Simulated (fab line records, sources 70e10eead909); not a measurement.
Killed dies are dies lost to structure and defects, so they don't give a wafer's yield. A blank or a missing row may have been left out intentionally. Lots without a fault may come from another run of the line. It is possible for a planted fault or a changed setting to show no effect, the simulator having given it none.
fab line records -- flow nand-harc
[record] lots = 6, wafers = 18, last-day = 31
route steps=1302 shown A_SLIT@940 A_SIN_REMOVE@947 A_WL_FILL@952 END@1302
lots that met no fault: taken from a fault-free run of the same line
start-h: hours from the record's first day to the start of the lot's first wafer shown -- wait-h: how many hours have passed since the lot's step before this one -- " as in the row above -- L1.1+2: a row that stands for several wafers -- - no value, or no start was given -- * or withheld: withheld -- < > ~ a bound
route shown NAME@n: NAME is a module with steps in the file, n the number in the route of the first one -- usual: mean and standard deviation over wafers with no fault -- same: alike in all rows -- chamber/n: place in a boat -- sites: readings site by site -- _std_site: the standard deviation of these -- _edge_site: inner sites' mean taken away from outer sites' mean -- radius-mm: for every site, how far away it sits from the centre of the wafer -- mask NAME#n: copy n -- behind: the tool/chamber that last shaped the wafer -- hold: reason for holding the lot/hours on hold/outcome of the hold -- device: transistor that didn't switch, given as n, p or np -- end of line: the route-end tests of the same wafers -- step lacking rows: just its recipe -- killed: not the wafer's yield, but the dies lost to structure and defects at the first sort -- map: a wafer's dies, marking killed ones x, the rest . and places with no die _
set.NAME: the setting as run; set.NAME@STEP: as run at that earlier step -- model.NAME: the simulator's own value behind a step, which no gauge read
lots at some steps of the route; a table a step, a row a wafer
services: a tool's chamber out of use, with start hour (start-h, from the record's first day; less than 0 if before it), hours out, and reason
[[steps]]
[step NHARC_A_SLIT_ETCH_26]
[recipe] bias-v = 400, source-w = 2000, pressure-mtorr = 25, time-s = 90, ar-flow-sccm = 375, c4f8-flow-sccm = 41.7, o2-flow-sccm = 83.3, target-depth-a = 4000, chemistry = C4F8/O2/Ar
[usual] drypump-motor-current-A = 5.5/0.41, mfc-ar-sccm = 374.9/1.2, showerhead-plenum-p-Torr = 3.68/0.17, throttle-valve-pct = 27.618/0.0086
lot.wafer,tool,chamber,start-h,wait-h,drypump-motor-current-A,mfc-ar-sccm,rf-hours-counter-h,showerhead-plenum-p-Torr,throttle-valve-pct
L617.1,har-etch-01,0,466.47,3.0,5.3,375.2,263,3.50,27.615
L617.4,har-etch-01,0,466.47,3.0,5.3,375.8,-,3.50,27.633
L617.5,har-etch-01,1,466.47,3.0,5.9,373.9,-,3.68,27.620
L620.1,har-etch-02,0,489.11,2.4,5.9,376.3,57,3.71,27.617
L620.3,har-etch-02,1,489.11,2.4,4.9,374.6,-,3.95,27.632
L620.5,har-etch-02,0,489.11,2.4,5.9,376.3,-,3.71,27.624
L623.2,har-etch-02,0,531.29,2.4,5.9,373.7,76,3.70,27.612
L623.6,har-etch-02,1,531.29,2.4,4.9,376.3,-,3.94,27.628
L623.5,har-etch-02,0,531.29,2.4,5.9,373.8,-,3.70,27.626
L627.2,har-etch-01,1,560.81,3.0,5.9,375.6,313,3.65,27.617
L627.1,har-etch-01,0,560.81,3.0,5.3,374.8,313,3.47,27.630
L627.6,har-etch-01,0,560.81,3.0,5.3,374.5,-,3.47,27.625
L632.4,har-etch-01,0,613.66,1.9,5.3,375.7,-,3.46,27.614
L632.3,har-etch-01,1,613.66,1.9,5.9,375.5,-,3.63,27.627
L632.5,har-etch-01,1,613.66,1.9,5.9,375.3,-,3.63,27.603
L633.1,har-etch-01,1,633.04,3.1,5.9,375.1,355,3.63,27.631
L633.3,har-etch-01,0,633.04,3.1,5.3,373.1,-,3.45,27.610
L633.6,har-etch-01,0,633.04,3.1,5.3,373.4,-,3.45,27.618
[step NHARC_A_SLIT_STRIP_28]
[recipe] o2-flow-sccm = 400, cos-flow-sccm = 20, ar-flow-sccm = 0, bias-w = 0, chemistry = O2/COS
[step NHARC_A_SLIT_ETCH_29]
[recipe] target-depth-a = 1000, overetch-a = 100, time-s = 55, ion-energy-ev = 100, cf4-flow-sccm = 80, o2-flow-sccm = 20, ar-flow-sccm = 0, rf-w = 300, bias-w = 100, chemistry = CF4/O2
[usual] cf4-flow-sccm = 80.02/0.24, drypump-motor-current-A = 5.9/0.46, mfc-ar-sccm = 0.007/0.011, oes-product-au = 1.004/0.011, rf-vpp-V = 197.0/1.5, showerhead-plenum-p-Torr = 1.30/0.059, throttle-valve-pct = 13.397/0.0094
lot.wafer,tool,chamber,start-h,wait-h,cf4-flow-sccm,drypump-motor-current-A,mfc-ar-sccm,oes-product-au,rf-hours-counter-h,rf-vpp-V,showerhead-plenum-p-Torr,throttle-valve-pct
L617.4,rie-diel-13,1,467.37,0.1,80.16,5.8,0.008,1.012,5.7,196.8,1.25,13.393
L617.1,rie-diel-13,0,467.37,0.1,79.82,5.0,0,1.002,6.5,196.4,1.27,13.408
L617.5,rie-diel-13,1,467.37,0.1,80.36,5.8,0.008,1.012,-,195.2,1.25,13.381
L620.1,rie-diel-13,2,489.97,0.1,80.30,6.2,0,0.996,7.1,197.0,1.25,13.400
L620.3,rie-diel-13,0,489.97,0.1,79.87,5.0,0,1.006,9.0,195.2,1.27,13.384
L620.5,rie-diel-13,2,489.97,0.1,80.14,6.3,0,0.999,-,196.2,1.25,13.384
L623.2,rie-diel-01,3,532.14,0.1,79.86,5.3,0,0.997,6.8,199.5,1.40,13.403
L623.6,rie-diel-01,3,532.14,0.1,79.79,5.3,0,1.008,-,199.8,1.40,13.409
L623.5,rie-diel-01,0,532.14,0.1,79.95,5.7,0.002,1.013,-,199.8,1.40,13.402
L627.1,rie-diel-13,3,561.70,0.1,79.85,6.5,0,1.003,1.6,195.4,1.25,13.405
L627.2,rie-diel-13,1,561.70,0.1,80.20,5.8,0.008,1.014,2.0,196.3,1.25,13.398
L627.6,rie-diel-13,3,561.70,0.1,79.99,6.5,0,1.013,-,195.5,1.25,13.393
L632.4,rie-diel-13,0,614.49,0.1,80.32,5.0,0,1.001,5.9,196.9,1.26,13.397
L632.3,rie-diel-13,1,614.49,0.1,80.04,5.8,0.008,1.002,6.3,196.2,1.25,13.399
L632.5,rie-diel-13,0,614.49,0.1,80.36,5.0,0,0.987,-,197.0,1.26,13.394
L633.1,rie-diel-10,3,633.93,0.1,79.70,5.7,0.006,1.001,2.0,199.8,1.38,13.402
L633.3,rie-diel-10,1,633.93,0.1,79.93,6.2,0.013,1.008,2.0,198.1,1.36,13.408
L633.6,rie-diel-10,3,633.93,0.1,80.06,5.7,0.006,1.005,-,199.2,1.38,13.408
[step NHARC_A_SLIT_STRIP_18]
[recipe] o2-flow-sccm = 500, ar-flow-sccm = 0, bias-w = 0, chemistry = O2
[usual] drypump-motor-current-A = 5.9/0.47, mfc-ar-sccm = 0.007/0.011, oes-product-au = 1.004/0.012, rf-vpp-V = 57.5/0.96, showerhead-plenum-p-Torr = 3.44/0.15, throttle-valve-pct = 17.035/0.0082
lot.wafer,tool,chamber,start-h,wait-h,drypump-motor-current-A,mfc-ar-sccm,oes-product-au,rf-hours-counter-h,rf-vpp-V,showerhead-plenum-p-Torr,throttle-valve-pct
L617.1,rie-diel-13,2,-,-,6.3,0,0.998,5.3,57.1,3.31,17.035
L617.4,rie-diel-13,3,-,-,6.5,0,0.992,5.9,58.3,3.31,17.031
L617.5,rie-diel-13,1,-,-,5.8,0.008,1.026,-,55.9,3.33,17.048
L620.3,rie-diel-13,1,-,-,5.8,0.008,1.001,8.2,57.2,3.32,17.028
L620.1,rie-diel-13,2,-,-,6.3,0,1.005,7.2,55.7,3.31,17.047
L620.5,rie-diel-13,1,-,-,5.8,0.008,1.005,-,57.1,3.32,17.026
L623.2,rie-diel-01,1,-,-,6.4,0.014,1.004,6.4,58.8,3.62,17.036
L623.5,rie-diel-01,2,-,-,6.6,0,0.995,-,58.2,3.49,17.030
L623.6,rie-diel-01,3,-,-,5.3,0,1.010,-,58.3,3.68,17.025
L627.1,rie-diel-13,0,-,-,5.0,0,0.999,2.2,58.1,3.35,17.036
L627.2,rie-diel-13,1,-,-,5.8,0.008,1.010,2.0,58.0,3.32,17.032
L627.6,rie-diel-13,0,-,-,5.0,0,1.003,-,55.6,3.35,17.046
L632.3,rie-diel-13,3,-,-,6.5,0,0.990,5.2,57.3,3.30,17.046
L632.4,rie-diel-13,1,-,-,5.8,0.008,0.999,6.3,57.8,3.32,17.028
L632.5,rie-diel-13,3,-,-,6.5,0,0.998,-,57.2,3.30,17.024
L633.1,rie-diel-10,3,-,-,5.7,0.006,0.986,2.0,58.6,3.64,17.035
L633.3,rie-diel-10,0,-,-,5.8,0,1.022,1.9,58.0,3.29,17.036
L633.6,rie-diel-10,2,-,-,5.9,0.038,0.990,-,57.8,3.40,17.030
[step NHARC_A_SLIT_PRECLEAN_19]
[recipe] time-s = *, temp-c = 50, bath-age-min = 0, chemistry = SC1
[step NHARC_A_SLIT_SRD_20]
[step NHARC_A_SLIT_CD_MEAS_21]
[usual] cd-nm = 289.4/1.1
lot.wafer,tool,chamber,start-h,wait-h,cd-nm
L617.1,cd-sem-03,-,467.90,-,287.9
L617.4,cd-sem-03,-,467.90,-,288.8
L617.5,cd-sem-03,-,467.90,-,288.4
L620.1,cd-sem-02,-,490.50,-,290.0
L620.3,cd-sem-02,-,490.50,-,288.4
L620.5,cd-sem-02,-,490.50,-,288.6
L623.2,cd-sem-02,-,532.67,-,289.9
L623.5,cd-sem-02,-,532.67,-,289.5
L623.6,cd-sem-02,-,532.67,-,289.9
L627.1,cd-sem-01,-,562.23,-,290.4
L627.2,cd-sem-01,-,562.23,-,291.7
L627.6,cd-sem-01,-,562.23,-,290.7
L632.3,cd-sem-01,-,615.05,0.1,287.8
L632.4,cd-sem-01,-,615.05,0.1,289.1
L632.5,cd-sem-01,-,615.05,0.1,287.9
L633.1,cd-sem-01,-,634.46,-,289.2
L633.3,cd-sem-01,-,634.46,-,289.1
L633.6,cd-sem-01,-,634.46,-,289.3
[step NHARC_A_SIN_REMOVE_WET_00]
[recipe] temp-c = 160, time-s = 15300, chemistry = H3PO4
[step NHARC_A_SIN_REMOVE_PRECLEAN_01]
[recipe] time-s = *, temp-c = 50, bath-age-min = 0, chemistry = SC1
[step NHARC_A_SIN_REMOVE_SRD_02]
[step NHARC_A_SIN_REMOVE_INSPECT_04]
[usual] raw-defect-count = 391/84
lot.wafer,tool,chamber,start-h,wait-h,raw-defect-count
L617.1,defect-inspect-01,-,474.50,0.0,429
L617.4,defect-inspect-01,-,474.50,0.0,399
L617.5,defect-inspect-01,-,474.50,0.0,410
L620.1,defect-inspect-01,-,497.03,0.0,339
L620.3,defect-inspect-01,-,497.03,0.0,327
L620.5,defect-inspect-01,-,497.03,0.0,294
L623.2,defect-inspect-02,-,539.28,0.0,322
L623.5,defect-inspect-02,-,539.28,0.0,420
L623.6,defect-inspect-02,-,539.28,0.0,327
L627.1,defect-inspect-02,-,568.84,0.0,495
L627.2,defect-inspect-02,-,568.84,0.0,355
L627.6,defect-inspect-02,-,568.84,0.0,466
L632.3,defect-inspect-02,-,621.58,0.0,315
L632.4,defect-inspect-02,-,621.58,0.0,284
L632.5,defect-inspect-02,-,621.58,0.0,276
L633.1,defect-inspect-01,-,641.12,0.0,635
L633.3,defect-inspect-01,-,641.12,0.0,581
L633.6,defect-inspect-01,-,641.12,0.0,513
[step NHARC_A_WL_FILL_ALD_00]
[recipe] target-thk-a = 30, pulse-time-s = 3, ald-cycles = 30, temp-c = 300, material = Al2O3
[usual] ald-cycles = 30/0, heater-power-w = 478/71, precursor-pulse-height-rel = 1.002/0.022
lot.wafer,tool,chamber,start-h,wait-h,ald-cycles,heater-power-w,precursor-pulse-height-rel
L617.1,ald-hk-02,3,474.56,0.1,30,499,1.016
L617.4,ald-hk-02,2,474.56,0.1,30,627,0.959
L617.5,ald-hk-02,3,474.56,0.1,30,486,1.028
L620.1,ald-hk-01,3,497.10,0.1,30,552,0.983
L620.3,ald-hk-01,2,497.10,0.1,30,407,1.002
L620.5,ald-hk-01,3,497.10,0.1,30,556,0.999
L623.2,ald-hk-01,2,539.88,0.6,30,417,1.006
L623.6,ald-hk-01,3,539.88,0.6,25,561,0.981
L623.5,ald-hk-01,0,539.88,0.6,30,372,0.997
L627.1,ald-hk-01,1,568.91,0.1,25,583,1.020
L627.2,ald-hk-01,3,568.91,0.1,30,558,0.993
L627.6,ald-hk-01,2,568.91,0.1,25,418,1.004
L632.3,ald-hk-02,3,621.69,0.1,30,505,1.011
L632.4,ald-hk-02,0,621.69,0.1,30,422,0.965
L632.5,ald-hk-02,2,621.69,0.1,30,623,1.005
L633.1,ald-hk-02,3,641.21,0.1,30,500,0.996
L633.3,ald-hk-02,0,641.21,0.1,30,425,1.020
L633.6,ald-hk-02,2,641.21,0.1,30,622,1.019
[step NHARC_A_WL_FILL_RTA_01]
[recipe] temp-c = 1000, time-s = 5
[usual] lamp-power-pct = 28.6/0.74, wafer_temp_C_max = 1005.9/1.2
lot.wafer,tool,chamber,start-h,wait-h,lamp-power-pct,wafer_temp_C_max
L617.1,rtp-anneal-02,0,474.82,-,28.2,1005.0
L617.4,rtp-anneal-02,0,474.82,-,28.2,1007.3
L617.5,rtp-anneal-02,0,474.82,-,28.2,1008.1
L620.1,rtp-anneal-02,0,497.36,-,28.2,1006.0
L620.3,rtp-anneal-02,0,497.36,-,28.2,1005.9
L620.5,rtp-anneal-02,0,497.36,-,28.1,1005.3
L623.2,rtp-anneal-02,0,540.19,0.2,28.2,1006.8
L623.5,rtp-anneal-02,0,540.19,0.2,28.2,1004.8
L623.6,rtp-anneal-02,0,540.19,0.2,28.1,1004.9
L627.1,rtp-anneal-02,0,569.18,-,28.1,1005.8
L627.2,rtp-anneal-02,0,569.18,-,28.2,1006.4
L627.6,rtp-anneal-02,0,569.18,-,28.1,1004.9
L632.3,rtp-anneal-01,0,622.06,-,29.9,1006.3
L632.4,rtp-anneal-01,0,622.06,-,29.8,1005.8
L632.5,rtp-anneal-01,0,622.06,-,29.9,1006.2
L633.1,rtp-anneal-02,0,641.44,-,28.1,1005.8
L633.3,rtp-anneal-02,0,641.44,-,28.1,1006.7
L633.6,rtp-anneal-02,0,641.44,-,28.2,1005.4
[step NHARC_END_SORT_01]
[recipe] temp-c = 25
[usual] killed-at-array = 59/16, killed-at-other = 0.7/1.1, killed-at-periphery = 4/3, killed-dies = 64/16, killed-open = 3.4/1.8, killed-short = 2.6/1.7
[same] gross-dies = 677
lot.wafer,tool,chamber,start-h,wait-h,killed-at-array,killed-at-other,killed-at-periphery,killed-dies,killed-open,killed-short
L617.1,prober-02,0,566.62,2.5,64,1,2,67,4,5
L617.4,prober-02,0,569.00,3.4,60,5,2,67,6,2
L617.5,prober-02,0,569.80,3.7,66,0,3,69,2,2
// killed by level:class
L617.1 A_CHANNEL_HOLE_D1:chamber-film-flake=30 A_SLIT:chamber-film-flake=17 A_CHANNEL_HOLE_D2:chamber-film-flake=5 A_STAIRCASE:chamber-film-flake=3 P_M0:geometric-particle:short=2 A_M0:geometric-particle:open=2 A_ONON_D1:geometric-particle:short=1 A_DECK1_JOINT:geometric-particle:short=1
L617.4 A_CHANNEL_HOLE_D1:chamber-film-flake=31 A_SLIT:chamber-film-flake=13 A_CHANNEL_HOLE_D2:chamber-film-flake=6 THIN_TSV:chamber-film-flake=5 A_M0:geometric-particle:open=2 P_CONTACT:geometric-particle:open=1 A_ONON_D1:geometric-particle:short=1 A_ONON_D1:geometric-particle:open=1
L617.5 A_CHANNEL_HOLE_D1:chamber-film-flake=28 A_SLIT:chamber-film-flake=27 A_CHANNEL_HOLE_D2:chamber-film-flake=5 A_STAIRCASE:chamber-film-flake=2 P_M0:geometric-particle:open=1 A_SOURCE_PLATE:geometric-particle:short=1 A_WL_FILL:geometric-particle:short=1 A_BLC:geometric-particle:open=1
[[services]]
tool,chamber,start-h,hours,kind
rie-diel-13,0,449.25,-,clean
rie-diel-13,1,449.25,-,clean
rie-diel-13,2,449.25,-,clean
rie-diel-13,3,449.25,-,clean
rie-diel-13,0,473.75,-,clean
rie-diel-13,1,473.75,-,clean
rie-diel-13,2,473.75,-,clean
rie-diel-13,3,473.75,-,clean
ald-hk-01,-,475.98,10.0,pm
rie-diel-13,0,498.26,-,clean
rie-diel-13,1,498.26,-,clean
rie-diel-13,2,498.26,-,clean
rie-diel-13,-,519.14,9.0,pm
har-etch-01,-,530.70,9.8,repair
rie-diel-01,0,539.75,21.2,repair
rie-diel-01,-,557.80,9.0,pm
rie-diel-01,3,568.37,4.6,repair
rie-diel-10,1,577.96,2.7,repair
ald-hk-02,-,586.04,0.4,repair
rie-diel-13,1,586.76,7.2,repair
rie-diel-10,-,596.50,9.0,pm
rie-diel-01,2,603.76,15.7,repair
har-etch-01,-,620.39,0.9,repair
rie-diel-01,2,632.60,1.3,repair
[[key]]
[first-sign] step = NHARC_A_WL_FILL_ALD_00, reading = ald-cycles, direction = down, sigmas = 99+, usual = 30, struck = 25
effect none on later readings
met-at NHARC_A_WL_FILL_ALD_00
struck-wafers L623.6,L627.1,L627.6
tester-left-out L623,L627
onset-between 497.10 539.88
[fault] kind = process-parameter-drift, tool = ald-hk-01, chamber = -, onset-h = 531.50, steps = NHARC_A_WL_FILL_ALD_00, channel = ald-cycles, offset = -5, shape = step, end-h = 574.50, scope = struck-wafers-only, acts-in = these-recipes-only, stated = 30
// tester-left-out: of these lots the tester's yield and bins aren't shown, on N5 and GAA mostly nor the transistor test; their killed dies are dies lost to structure and defects alone, not to doping, threshold or leakage, so they don't give the yield
